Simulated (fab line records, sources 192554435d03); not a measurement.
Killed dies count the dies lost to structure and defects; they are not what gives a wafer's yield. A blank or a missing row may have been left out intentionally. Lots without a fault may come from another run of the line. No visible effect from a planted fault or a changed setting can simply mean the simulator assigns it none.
fab line records -- flow n5_finfet
record: lots: 6, wafers: 18, last_day: 18
route steps=1938 shown BEOL_M4@1050 PASSIVATION@1936
lots untouched by any fault: they come from a run of this same line in which no faults occurred
start_h: hours from the record's opening day to when the first of the lot's shown wafers began -- wait_h: how many hours have passed since the lot's step before this one -- " the same as in the row above -- L1.1+2: several wafers, shown together as one row -- - value missing, or start not given -- * or withheld: withheld -- < > ~ a bound
route shown NAME@n: NAME is a module with steps in the file, n the number in the route of the first one -- usual: mean/standard deviation of fault-free wafers -- same: alike in all rows -- chamber/n: place in a boat -- sites: readings site by site -- _std_site: standard deviation across them -- _edge_site: inner sites' mean taken away from outer sites' mean -- radius_mm: for every site, how far away it sits from the centre of the wafer -- mask NAME#n: copy n -- behind: the last tool/chamber to shape the wafer -- hold: the reason the lot was held/the length of the hold in hours/how it ended -- device: the transistor (n, p or np) that didn't switch -- end of line: the same wafers' tests at the end of the route -- a step with no rows: only its recipe -- killed: dies lost to structure and defects at the first sort, not the wafer's yield -- map: per-die view of a wafer (x killed, . not killed, _ where there is no die)
set.NAME: the setting that was run; set.NAME@STEP: the one run at that earlier step -- model.NAME: the simulator's own value behind a step, which no gauge read
lots at selected steps of the route; one table per step, one row per wafer
services: when a tool's chamber went out of use (start_h, in hours from the record's first day, below 0 if earlier), for how many hours, and the reason
== steps ==
step: N5_BEOL_M4_COAT_22
recipe: resist: CAR-EUV, spin_rpm: 1500, resist_thk_nm: 30
step: N5_BEOL_M4_EBR_24
recipe: solvent: PGMEA, ebr_width_mm: 1.5
step: N5_BEOL_M4_SOFTBAKE_23
recipe: temp_c: 110, time_s: 60, resist: CAR-EUV
step: N5_BEOL_M4_EXPOSE_25
recipe: mask_id: V3, na: 0.33, source_shape: quasar, sigma_inner: 0.2, sigma_outer: 0.8, polarization: unpolarized, defocus_nm: 5, dose_mj: 63
step: N5_BEOL_M4_PEB_26
recipe: peb_temp_c: 100, peb_time_s: 60, resist: CAR-EUV
step: N5_BEOL_M4_DEVELOP_27
recipe: develop_time_s: 30, developer: TMAH, resist: CAR-EUV, rinse_liquid: surfactant_rinse, dry: air_spin, dev_temp_c: 23
step: N5_BEOL_M4_CD_MEAS_28
recipe: target_cd_nm: 26.2, landing_energy_ev: 500, detector: se_inlens, target_cd_y_nm: 24.1, polarity: opening
usual: cd_nm: 26.18/0.25
lot.wafer,tool,chamber,start_h,wait_h,cd_nm
L912.1,cd_sem-01,0,173.70,-,26.14
L912.3,cd_sem-01,0,173.70,-,26.00
L912.4,cd_sem-01,0,173.70,-,26.29
L914.1,cd_sem-01,0,182.93,-,25.98
L914.3,cd_sem-01,0,182.93,-,25.94
L914.6,cd_sem-01,0,182.93,-,26.03
L923.1,cd_sem-02,0,255.10,-,25.91
L923.4,cd_sem-02,0,255.10,-,26.08
L923.6,cd_sem-02,0,255.10,-,26.18
L926.1,cd_sem-03,0,262.46,-,26.20
L926.3,cd_sem-03,0,262.46,-,26.27
L926.6,cd_sem-03,0,262.46,-,26.07
L928.2,cd_sem-01,0,267.88,-,26.26
L928.4,cd_sem-01,0,267.88,-,25.86
L928.5,cd_sem-01,0,267.88,-,26.25
L931.1,cd_sem-03,0,303.20,-,26.09
L931.2,cd_sem-03,0,303.20,-,26.13
L931.6,cd_sem-03,0,303.20,-,26.25
step: N5_BEOL_M4_OVL_MEAS_29
recipe: points_per_wafer: 522
usual: V3_OVL: 0.0/0.72
lot.wafer,tool,chamber,start_h,wait_h,V3_OVL[nm]
L912.1,overlay-01,0,173.74,0.0,1.1
L912.3,overlay-01,0,173.74,0.0,0.1
L912.4,overlay-01,0,173.74,0.0,-0.2
L914.1,overlay-01,0,182.96,0.0,-0.1
L914.3,overlay-01,0,182.96,0.0,-0.2
L914.6,overlay-01,0,182.96,0.0,-0.8
L923.1,overlay-01,0,255.13,0.0,0.1
L923.4,overlay-01,0,255.13,0.0,0.5
L923.6,overlay-01,0,255.13,0.0,-1.3
L926.1,overlay-01,0,262.49,0.0,-1.0
L926.3,overlay-01,0,262.49,0.0,0.1
L926.6,overlay-01,0,262.49,0.0,0.9
L928.2,overlay-02,0,267.92,0.0,0.2
L928.4,overlay-02,0,267.92,0.0,0.5
L928.5,overlay-02,0,267.92,0.0,0.9
L931.1,overlay-01,0,303.24,0.0,-1.6
L931.2,overlay-01,0,303.24,0.0,-0.5
L931.6,overlay-01,0,303.24,0.0,-0.9
step: N5_BEOL_M4_INSPECT_30
recipe: mode: adi, inspect_instrument: brightfield
usual: raw_defect_count: 451/110
lot.wafer,tool,chamber,start_h,wait_h,raw_defect_count
L912.1,defect_inspect-01,-,173.79,0.1,351
L912.3,defect_inspect-01,-,173.79,0.1,402
L912.4,defect_inspect-01,-,173.79,0.1,371
L914.1,defect_inspect-01,-,183.02,0.1,503
L914.3,defect_inspect-01,-,183.02,0.1,380
L914.6,defect_inspect-01,-,183.02,0.1,458
L923.1,defect_inspect-02,-,255.19,0.1,608
L923.4,defect_inspect-02,-,255.19,0.1,536
L923.6,defect_inspect-02,-,255.19,0.1,506
L926.1,defect_inspect-01,-,262.55,0.1,545
L926.3,defect_inspect-01,-,262.55,0.1,578
L926.6,defect_inspect-01,-,262.55,0.1,465
L928.2,defect_inspect-02,-,267.97,0.0,348
L928.4,defect_inspect-02,-,267.97,0.0,408
L928.5,defect_inspect-02,-,267.97,0.0,478
L931.1,defect_inspect-01,-,303.29,0.1,310
L931.2,defect_inspect-01,-,303.29,0.1,406
L931.6,defect_inspect-01,-,303.29,0.1,300
step: N5_BEOL_M4_DESCUM_33
recipe: chemistry: O2, time_s: 7, source_power_w: 50, bias_power_w: 20, pressure_mtorr: 20, rf_frequency_hz: 2.712e+07, temp_c: 40, resist: CAR-EUV, o2_flow_sccm: 225
usual: drypump_motor_current_A: 5.8/0.36, oes_product_au: 0.81/0.093, rf_vpp_V: 242.6/1.2, showerhead_plenum_p_Torr: 2.05/0.054, throttle_valve_pct: 20.45/0.26
lot.wafer,tool,chamber,start_h,wait_h,drypump_motor_current_A,oes_product_au,rf_hours_counter_h,rf_vpp_V,showerhead_plenum_p_Torr,throttle_valve_pct
L912.1,rie_diel-02,3,173.93,0.1,6.1,0.71,194,241.1,1.99,20.91
L912.3,rie_diel-02,2,173.93,0.1,6.1,0.74,181,242.9,2.18,20.90
L912.4,rie_diel-02,1,173.93,0.1,5.0,0.71,184,239.6,1.99,20.34
L914.1,rie_diel-05,1,183.06,0.0,5.1,0.95,21,242.7,2.04,20.12
L914.3,rie_diel-05,0,183.06,0.0,5.7,0.86,61,241.5,2.03,20.24
L914.6,rie_diel-05,3,183.06,0.0,5.7,0.72,-,243.7,2.06,20.42
L923.1,rie_diel-06,2,255.55,0.4,5.9,0.90,40,245.4,2.05,20.10
L923.4,rie_diel-06,2,255.55,0.4,5.9,0.90,-,241.6,2.05,20.11
L923.6,rie_diel-06,3,255.55,0.4,6.2,0.74,-,243.4,2.00,20.56
L926.1,rie_diel-02,2,263.15,0.6,6.2,0.73,213,245.9,2.16,20.95
L926.3,rie_diel-02,0,263.15,0.6,5.9,0.69,245,242.6,1.98,20.72
L926.6,rie_diel-02,2,263.15,0.6,6.1,0.73,-,243.4,2.16,20.95
L928.2,rie_diel-05,1,268.06,0.1,5.1,0.87,56,241.9,2.03,20.18
L928.4,rie_diel-05,0,268.06,0.1,5.7,0.84,-,240.4,2.02,20.27
L928.5,rie_diel-05,2,268.06,0.1,6.2,0.87,-,242.3,2.12,20.43
L931.1,rie_diel-06,2,303.34,0.0,5.9,0.88,57,243.5,2.05,20.13
L931.2,rie_diel-06,1,303.34,0.0,6.0,0.72,209,242.7,2.07,20.71
L931.6,rie_diel-06,1,303.34,0.0,5.9,0.71,-,243.7,2.07,20.71
step: N5_BEOL_M4_ETCH_77
recipe: chemistry: N2/H2, target: underlayer, target_depth_a: 65, mask_material: CAR-EUV, time_s: 5.2, ion_energy_ev: 200, pressure_mtorr: 30, source_w: 840, bias_w: 150, n2_flow_sccm: 200, h2_flow_sccm: 200, ends: cleared
usual: drypump_motor_current_A: 5.8/0.36, etch_rf_on_time_s: 5.19/0.074, oes_product_au: 0.69/0.08, rf_vpp_V: 522.6/2.2, showerhead_plenum_p_Torr: 2.50/0.064, throttle_valve_pct: 17.89/0.29
lot.wafer,tool,chamber,start_h,wait_h,drypump_motor_current_A,etch_rf_on_time_s,oes_product_au,rf_hours_counter_h,rf_vpp_V,showerhead_plenum_p_Torr,throttle_valve_pct
L912.1,rie_diel-02,3,173.96,0.0,6.1,5.16,0.60,194,520.2,2.42,18.39
L912.3,rie_diel-02,2,173.96,0.0,6.2,5.28,0.63,181,527.7,2.64,18.26
L912.4,rie_diel-02,1,173.96,0.0,5.0,5.27,0.62,184,519.0,2.43,17.85
L914.1,rie_diel-05,1,183.10,0.0,5.1,5.23,0.80,21,523.4,2.50,17.72
L914.3,rie_diel-05,0,183.10,0.0,5.7,5.21,0.71,61,522.1,2.48,17.72
L914.6,rie_diel-05,3,183.10,0.0,5.7,5.22,0.61,-,524.3,2.50,17.91
L923.1,rie_diel-06,2,255.58,0.0,5.9,5.13,0.77,40,520.6,2.47,17.36
L923.4,rie_diel-06,2,255.58,0.0,5.9,5.16,0.77,-,523.1,2.47,17.35
L923.6,rie_diel-06,3,255.58,0.0,6.2,5.17,0.63,-,519.0,2.43,17.94
L926.1,rie_diel-02,2,263.18,0.0,6.1,5.23,0.61,213,525.9,2.62,18.31
L926.3,rie_diel-02,0,263.18,0.0,5.9,5.37,0.59,245,521.2,2.39,18.12
L926.6,rie_diel-02,2,263.18,0.0,6.1,5.24,0.60,-,525.2,2.62,18.30
L928.2,rie_diel-05,1,268.09,0.0,5.1,5.19,0.76,56,520.7,2.49,17.76
L928.4,rie_diel-05,0,268.09,0.0,5.7,5.11,0.70,-,523.6,2.47,17.74
L928.5,rie_diel-05,2,268.09,0.0,6.2,5.14,0.75,-,524.8,2.59,17.81
L931.1,rie_diel-06,2,303.38,0.0,5.9,5.15,0.74,57,521.4,2.47,17.36
L931.2,rie_diel-06,1,303.38,0.0,6.0,5.30,0.60,209,521.8,2.53,18.32
L931.6,rie_diel-06,1,303.38,0.0,6.0,5.25,0.61,-,523.4,2.53,18.27
step: N5_BEOL_M4_ETCH_69
recipe: chemistry: CF4, target: SiARC, target_depth_a: 156, mask_material: CAR-EUV, time_s: 26, ion_energy_ev: 80, pressure_mtorr: 40, source_w: 545, bias_w: 36, Ar_flow_sccm: 100, cf4_flow_sccm: 100, ends: cleared
usual: cf4_flow_sccm: 100.03/0.27, drypump_motor_current_A: 5.8/0.36, etch_rf_on_time_s: 25.9/0.38, oes_product_au: 0.69/0.079, rf_vpp_V: 183.6/1.1, showerhead_plenum_p_Torr: 2.11/0.05, throttle_valve_pct: 15.64/0.28
lot.wafer,tool,chamber,start_h,wait_h,cf4_flow_sccm,drypump_motor_current_A,etch_rf_on_time_s,oes_product_au,rf_hours_counter_h,rf_vpp_V,showerhead_plenum_p_Torr,throttle_valve_pct
L912.1,rie_diel-02,3,173.98,0.0,100.34,6.1,25.7,0.62,194,182.8,2.05,16.16
L912.3,rie_diel-02,2,173.98,0.0,99.96,6.1,26.2,0.64,181,184.7,2.21,16.01
L912.4,rie_diel-02,1,173.98,0.0,100.23,5.0,26.2,0.61,184,184.5,2.05,15.65
L914.1,rie_diel-05,1,183.11,0.0,100.12,5.1,25.8,0.81,21,184.6,2.10,15.32
L914.3,rie_diel-05,0,183.11,0.0,99.79,5.6,25.7,0.73,61,185.1,2.08,15.42
L914.6,rie_diel-05,3,183.11,0.0,100.45,5.7,25.8,0.61,-,184.0,2.12,15.75
L923.1,rie_diel-06,2,255.60,0.0,100.03,5.9,25.9,0.77,40,183.2,2.10,15.20
L923.4,rie_diel-06,2,255.60,0.0,100.43,5.9,25.7,0.77,-,182.4,2.10,15.20
L923.6,rie_diel-06,3,255.60,0.0,100.30,6.2,26.0,0.63,-,182.8,2.05,15.75
L926.1,rie_diel-02,2,263.20,0.0,100.36,6.1,25.9,0.62,213,186.0,2.20,16.11
L926.3,rie_diel-02,0,263.20,0.0,99.52,5.9,27.0,0.58,245,182.6,2.02,15.84
L926.6,rie_diel-02,2,263.20,0.0,100.35,6.2,26.2,0.62,-,186.6,2.20,16.09
L928.2,rie_diel-05,1,268.11,0.0,100.09,5.1,25.8,0.75,56,183.5,2.09,15.37
L928.4,rie_diel-05,0,268.11,0.0,100.11,5.6,25.7,0.71,-,183.3,2.07,15.48
L928.5,rie_diel-05,2,268.11,0.0,99.89,6.2,25.7,0.75,-,185.1,2.18,15.61
L931.1,rie_diel-06,2,303.39,0.0,99.96,5.9,25.5,0.75,57,183.9,2.09,15.25
L931.2,rie_diel-06,1,303.39,0.0,99.91,6.0,26.3,0.60,209,183.1,2.12,15.88
L931.6,rie_diel-06,1,303.39,0.0,99.92,6.0,26.3,0.60,-,184.9,2.12,15.89
step: N5_BEOL_M4_ALD_98
recipe: material: SiO2, target_thk_a: 25, temp_c: 100, ald_precursor_family: BDEAS, ald_co_reactant: O2-plasma, pulse_time_s: 1, co_reactant_pulse_time_s: 1, purge_time_s: 2, co_reactant_purge_time_s: 2, ald_cycles: 17, pressure_torr: 2
usual: heater_power_outer_w: 44/4.4, heater_power_w: 85/6.1, precursor_pulse_height_rel: 1.002/0.02, susceptor_temp_C: 100.00/0.12
same: co_reactant_pulse_time_s: 1
lot.wafer,tool,chamber,start_h,wait_h,heater_power_outer_w,heater_power_w,precursor_pulse_height_rel,susceptor_temp_C
L912.1,ald_sin-02,3,174.06,0.1,43,81,1.015,99.88
L912.3,ald_sin-02,0,174.06,0.1,44,86,1.036,99.94
L912.4,ald_sin-02,1,174.06,0.1,49,85,1.009,99.88
L914.1,ald_sin-02,2,183.20,0.1,48,91,1.035,100.14
L914.3,ald_sin-02,1,183.20,0.1,49,87,1.003,99.77
L914.6,ald_sin-02,1,183.20,0.1,49,92,1.003,100.03
L923.1,ald_sin-02,0,255.68,0.1,44,87,1.015,99.77
L923.4,ald_sin-02,2,255.68,0.1,43,82,1.037,95.24
L923.6,ald_sin-02,2,255.68,0.1,43,81,0.991,95.19
L926.1,ald_sin-02,2,263.28,0.1,44,81,0.996,95.26
L926.3,ald_sin-02,1,263.28,0.1,50,89,0.991,99.84
L926.6,ald_sin-02,1,263.28,0.1,49,87,0.986,100.02
L928.2,ald_sin-03,3,268.92,0.8,42,79,1.001,100.01
L928.4,ald_sin-03,0,268.92,0.8,35,69,1.005,99.95
L928.5,ald_sin-03,0,268.92,0.8,35,72,0.984,99.94
L931.1,ald_sin-04,1,303.51,0.1,43,79,0.998,99.97
L931.2,ald_sin-04,3,303.51,0.1,42,78,0.970,99.93
L931.6,ald_sin-04,0,303.51,0.1,48,93,0.959,99.84
step: N5_BEOL_M4_ETCHBACK_99
recipe: chemistry: CHF3, target: SiO2, target_depth_a: 50, time_s: 10.4, source_w: 215, bias_w: 47, Ar_flow_sccm: 200, CHF3_flow_sccm: 12, ion_energy_ev: 100, pressure_mtorr: 30
usual: drypump_motor_current_A: 5.8/0.36, oes_product_au: 0.79/0.095, rf_vpp_V: 240.5/2.4, showerhead_plenum_p_Torr: 2.11/0.056, throttle_valve_pct: 17.14/0.28
lot.wafer,tool,chamber,start_h,wait_h,drypump_motor_current_A,oes_product_au,rf_hours_counter_h,rf_vpp_V,showerhead_plenum_p_Torr,throttle_valve_pct
L912.1,rie_diel-05,1,176.80,2.7,5.1,0.95,20,240.6,2.11,16.84
L912.3,rie_diel-05,3,176.80,2.7,5.7,0.72,219,237.5,2.13,17.17
L912.4,rie_diel-05,0,176.80,2.7,5.6,0.86,60,239.3,2.09,16.88
L914.1,rie_diel-06,2,190.07,6.8,5.9,0.95,17,239.3,2.11,16.63
L914.3,rie_diel-06,0,190.07,6.8,5.8,0.91,26,243.6,2.10,16.92
L914.6,rie_diel-06,2,190.07,6.8,5.9,0.94,-,241.4,2.11,16.63
L923.1,rie_diel-02,2,257.02,1.3,6.1,0.72,211,245.0,2.22,17.56
L923.4,rie_diel-02,3,257.02,1.3,6.1,0.69,224,239.1,2.04,17.65
L923.6,rie_diel-02,2,257.02,1.3,6.1,0.72,-,244.9,2.22,17.55
L926.1,rie_diel-06,3,263.45,0.1,6.2,0.74,193,241.0,2.06,17.25
L926.3,rie_diel-06,0,263.45,0.1,5.8,0.88,52,242.4,2.09,16.96
L926.6,rie_diel-06,1,263.45,0.1,5.9,0.72,-,243.2,2.13,17.28
L928.2,rie_diel-02,2,275.80,6.8,6.1,0.71,218,246.2,2.22,17.56
L928.4,rie_diel-02,1,275.80,6.8,5.0,0.69,219,239.8,2.05,17.17
L928.5,rie_diel-02,3,275.80,6.8,6.1,0.69,-,238.8,2.04,17.67
L931.1,rie_diel-05,0,306.25,2.7,5.6,0.80,104,239.2,2.07,16.96
L931.2,rie_diel-05,3,306.25,2.7,5.7,0.95,8,236.3,2.12,16.82
L931.6,rie_diel-05,0,306.25,2.7,5.7,0.79,-,240.5,2.07,16.97
step: N5_BEOL_M4_RC_MEAS_101
usual: DIBL_N: 36.4/1.3, DIBL_P: 36.5/1.7, IOFF_N: 0.154/0.022, IOFF_P: 0.202/0.025, ION_N: 671/9.8, ION_P: 460/6.8, SS_N: 71.6/0.54, SS_P: 73.4/0.58, VT_N: 250.9/2.8, VT_P: -251.4/2.7
lot.wafer,tool,chamber,start_h,wait_h,DIBL_N[mV/V],DIBL_P[mV/V],IOFF_N[nA/um],IOFF_P[nA/um],ION_N[uA/um],ION_P[uA/um],SS_N[mV/dec],SS_P[mV/dec],VT_N[mV],VT_P[mV]
L912.1,prober-02,0,182.05,0.0,35.6,34.8,0.114,0.141,656,448,71.0,72.6,256.6,-257.9
L912.3,prober-02,0,182.05,0.0,36.8,36.3,0.133,0.159,660,445,71.6,73.6,257.2,-259.5
L912.4,prober-02,0,182.05,0.0,35.9,34.8,0.112,0.137,650,440,72.0,73.6,257.9,-257.8
L914.1,prober-02,0,194.30,0.0,35.8,36.5,0.143,0.203,672,466,71.7,73.2,252.8,-251.1
L914.3,prober-02,0,194.30,0.0,38.1,39.0,0.183,0.240,677,465,72.5,73.4,246.3,-250.3
L914.6,prober-02,0,194.30,0.0,36.5,37.6,0.154,0.214,682,471,71.0,72.7,251.1,-248.0
L923.1,prober-02,0,261.41,0.0,35.9,35.8,0.158,0.198,677,467,72.0,74.0,248.8,-247.8
L923.4,prober-02,0,261.41,0.0,36.6,37.2,0.176,0.216,679,461,72.1,73.8,249.0,-251.8
L923.6,prober-02,0,261.41,0.0,35.4,35.5,0.147,0.183,678,469,71.9,73.9,250.8,-252.8
L926.1,prober-01,0,268.26,0.0,36.6,37.4,0.153,0.212,674,459,71.7,73.6,252.2,-250.5
L926.3,prober-01,0,268.26,0.0,35.0,34.5,0.117,0.174,641,448,71.2,72.7,256.2,-253.7
L926.6,prober-01,0,268.26,0.0,37.1,36.2,0.148,0.200,662,452,72.0,73.3,255.1,-250.5
L928.2,prober-01,0,282.76,0.2,35.4,35.1,0.130,0.238,659,465,71.1,73.4,252.3,-246.2
L928.4,prober-01,0,282.76,0.2,36.8,36.0,0.153,0.235,660,459,71.4,73.9,254.5,-247.9
L928.5,prober-01,0,282.76,0.2,35.5,34.1,0.123,0.204,652,460,70.8,73.4,254.2,-250.5
L931.1,prober-01,0,310.67,0.0,33.7,33.9,0.121,0.185,672,463,70.7,72.6,252.3,-248.9
L931.2,prober-01,0,310.67,0.0,34.9,35.8,0.146,0.217,684,471,71.2,73.6,250.0,-247.5
L931.6,prober-01,0,310.67,0.0,34.2,34.5,0.128,0.194,663,464,70.9,72.4,251.7,-248.6
step: N5_PASSIVATION_PROBE_49
usual: defect_limited_yield: 91.1/1.3, killed_at_M0_to_M3: 34/10, killed_at_M4_up: 14/5.7, killed_at_contacts: 12/5.9, killed_at_front_end: 41/12, killed_at_other: 4/3.1, killed_dies: 105/15, killed_open: 69/11, killed_short: 35/7.8, sort_bin_5_function: 5.3/0.81, sort_bin_6_memory: 3.3/0.75, sort_n_pass: 1075/15, sort_yield_pct: 91.1/1.3
same: gross_dies: 1180, killed_at_back_side: 0, sort_bin_4_leakage[%]: 0, sort_bin_8_speed[%]: 0
lot.wafer,tool,chamber,start_h,wait_h,defect_limited_yield[%],killed_at_M0_to_M3,killed_at_M4_up,killed_at_contacts,killed_at_front_end,killed_at_other,killed_dies,killed_open,killed_short,sort_bin_5_function[%],sort_bin_6_memory[%],sort_n_pass,sort_yield_pct[%]
L914.1,prober-01,-,317.93,0.7,91.3,26,15,9,52,1,103,70,30,5.4,3.1,1077,91.3
L914.3,prober-01,-,318.03,0.8,91.6,30,13,8,45,3,99,61,36,4.4,3.2,1081,91.6
L914.6,prober-01,-,318.18,1.0,91.0,30,15,22,38,1,106,72,34,5.6,3.1,1074,91.0
L923.1,prober-01,-,364.17,0.0,89.8,37,21,20,35,7,120,81,37,5.8,3.7,1060,89.8
L923.4,prober-01,-,364.32,0.2,90.3,25,20,15,54,1,115,69,45,5.8,3.3,1065,90.3
L923.6,prober-01,-,364.42,0.3,90.8,18,35,19,30,6,108,69,36,4.7,3.7,1072,90.8
L928.2,prober-02,-,387.41,0.1,90.4,25,22,8,51,7,113,82,31,6.1,3.3,1067,90.4
L928.4,prober-02,-,387.51,0.2,91.7,24,16,14,37,7,98,63,35,5.2,2.8,1082,91.7
L928.5,prober-02,-,387.56,0.2,93.4,30,14,2,31,1,78,57,21,4.4,2.1,1102,93.4
L931.1,prober-01,-,423.39,0.6,90.3,42,13,10,42,7,114,82,30,6.1,3.4,1066,90.3
L931.2,prober-01,-,423.44,0.7,91.4,47,8,7,26,13,101,66,35,5.6,2.8,1079,91.4
L931.6,prober-01,-,423.64,0.9,92.5,40,11,9,25,3,88,58,30,4.8,2.4,1092,92.5
killed by level:class
L914.1 STI_FIN_REVEAL:geometric_particle:open=17 FIN_SAQP:geometric_particle:open=12 BEOL_M0_SAQP:geometric_particle:open=10 FIN_SAQP:geometric_particle:short=7 MOL_CONTACT_COAG:geometric_particle:open=6 BEOL_M0_SAQP:geometric_particle:short=6 BEOL_M2:geometric_particle:open=6 STI_FIN_REVEAL:geometric_particle:short=5
L914.3 FIN_SAQP:geometric_particle:short=11 STI_FIN_REVEAL:geometric_particle:open=8 FIN_SAQP:geometric_particle:open=7 MOL_CONTACT_COAG:geometric_particle:open=7 BEOL_M0_SAQP:geometric_particle:open=5 BEOL_M0_SAQP:geometric_particle:short=5 BEOL_M2:geometric_particle:open=5 BEOL_M4:geometric_particle:open=5
L914.6 MOL_CONTACT_COAG:geometric_particle:open=15 STI_FIN_REVEAL:geometric_particle:open=9 BEOL_M0_SAQP:geometric_particle:open=8 BEOL_M4:geometric_particle:open=8 FIN_SAQP:geometric_particle:open=7 MOL_CONTACT_COAG:geometric_particle:short=7 BEOL_M2:geometric_particle:open=6 STI_FIN_REVEAL:geometric_particle:short=4
L923.1 MOL_CONTACT_COAG:geometric_particle:open=16 STI_FIN_REVEAL:geometric_particle:open=11 BEOL_M4:geometric_particle:open=11 BEOL_M0_SAQP:geometric_particle:open=9 BEOL_M1:geometric_particle:open=8 BEOL_M3:geometric_particle:open=6 GATE_CUT:geometric_particle:short=5 BEOL_M0_SAQP:geometric_particle:short=5
L923.4 MOL_CONTACT_COAG:geometric_particle:open=12 BEOL_M0_SAQP:geometric_particle:open=10 ILD0:geometric_particle:short=8 BEOL_M4:geometric_particle:open=8 STI_FIN_REVEAL:geometric_particle:open=7 GATE_CUT:geometric_particle:short=6 GATE_CUT:geometric_particle:open=6 FIN_SAQP:geometric_particle:open=5
L923.6 BEOL_M4:geometric_particle:open=21 MOL_CONTACT_COAG:geometric_particle:open=17 STI_FIN_REVEAL:geometric_particle:open=7 GATE_CUT:geometric_particle:short=6 BEOL_M2:geometric_particle:short=6 BEOL_M0:geometric_particle:short=4 BEOL_M1:geometric_particle:open=4 BEOL_M4:geometric_particle:short=3
L928.2 STI_FIN_REVEAL:geometric_particle:open=14 BEOL_M4:geometric_particle:open=12 FIN_SAQP:geometric_particle:short=10 FIN_SAQP:geometric_particle:open=9 MOL_CONTACT_COAG:geometric_particle:open=6 BEOL_M2:geometric_particle:open=5 BEOL_M8:geometric_particle:open=5 BEOL_M0_SAQP:geometric_particle:open=4
L928.4 MOL_CONTACT_COAG:geometric_particle:open=12 FIN_SAQP:geometric_particle:short=9 BEOL_M4:geometric_particle:open=8 BEOL_M0_SAQP:geometric_particle:open=7 STI_FIN_REVEAL:geometric_particle:open=5 GATE_CUT:geometric_particle:short=5 BEOL_M1:geometric_particle:open=4 BEOL_M1:geometric_particle:short=4
L928.5 FIN_SAQP:geometric_particle:open=9 BEOL_M2:geometric_particle:open=9 BEOL_M4:geometric_particle:open=7 BEOL_M3:geometric_particle:open=7 FIN_SAQP:geometric_particle:short=5 STI_FIN_REVEAL:geometric_particle:open=5 BEOL_M0_SAQP:geometric_particle:open=3 BEOL_M0:geometric_particle:open=3
L931.1 STI_FIN_REVEAL:geometric_particle:open=17 BEOL_M0_SAQP:geometric_particle:open=15 BEOL_M0_SAQP:geometric_particle:short=12 FIN_SAQP:geometric_particle:open=9 MOL_CONTACT_COAG:geometric_particle:open=9 BEOL_M0:geometric_particle:open=5 BEOL_M3:geometric_particle:open=4 FIN_SAQP:geometric_particle:short=3
L931.2 BEOL_M0_SAQP:geometric_particle:open=17 BEOL_M0_SAQP:geometric_particle:short=15 FIN_SAQP:geometric_particle:open=9 BEOL_M3:geometric_particle:open=7 MOL_CONTACT_COAG:geometric_particle:open=5 PASS1_CAP:geometric_particle:open=5 FIN_SAQP:geometric_particle:short=4 DUMMY_GATE:geometric_particle:open=4
L931.6 BEOL_M0_SAQP:geometric_particle:open=14 BEOL_M0_SAQP:geometric_particle:short=10 STI_FIN_REVEAL:geometric_particle:open=8 STI_FIN_REVEAL:geometric_particle:short=7 BEOL_M4:geometric_particle:open=7 MOL_CONTACT_COAG:geometric_particle:open=6 FIN_SAQP:geometric_particle:open=5 BEOL_M0:geometric_particle:open=5
== services ==
tool,chamber,start_h,hours,kind
rie_diel-05,2,154.21,-,clean
rie_diel-05,2,154.21,-,consumable_replace:focus_ring
rie_diel-05,2,154.21,16.2,scheduled_down
rie_diel-05,2,154.21,16.2,vent_cycle
rie_diel-05,0,158.30,8.1,repair
ald_sin-03,-,177.86,14.0,pm
rie_diel-02,2,180.54,3.9,repair
rie_diel-05,3,185.11,4.9,repair
rie_diel-06,2,209.85,1.5,repair
ald_sin-02,-,229.82,0.6,repair
ald_sin-04,2,236.79,53.0,repair
rie_diel-02,-,243.77,0.4,repair
rie_diel-05,0,246.43,14.1,repair
rie_diel-06,1,249.84,9.5,repair
ald_sin-03,-,260.59,0.2,repair
rie_diel-05,3,260.62,-,clean
rie_diel-05,3,260.62,-,consumable_replace:focus_ring
rie_diel-05,3,260.62,24.3,scheduled_down
rie_diel-05,3,260.62,24.3,vent_cycle
ald_sin-02,-,268.32,14.0,pm
rie_diel-06,0,274.73,1.6,repair
rie_diel-06,0,276.83,7.2,repair
rie_diel-02,0,286.55,12.4,repair
ald_sin-03,3,296.87,37.8,repair
== key ==
first_sign: step: N5_BEOL_M4_ALD_98, reading: susceptor_temp_C, direction: down, sigmas: 40, usual: *, struck: *
effect none on later readings
met_at N5_BEOL_M4_ALD_98
struck_wafers L923.4,L923.6,L926.1
onset_between 183.20 255.68
fault: kind: process_parameter_drift, tool: ald_sin-02, chamber: 2, onset_h: 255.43, steps: N5_BEOL_M4_ALD_98, channel: temp_c, offset: *, shape: step, end_h: 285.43, acts_in: *, stated: *
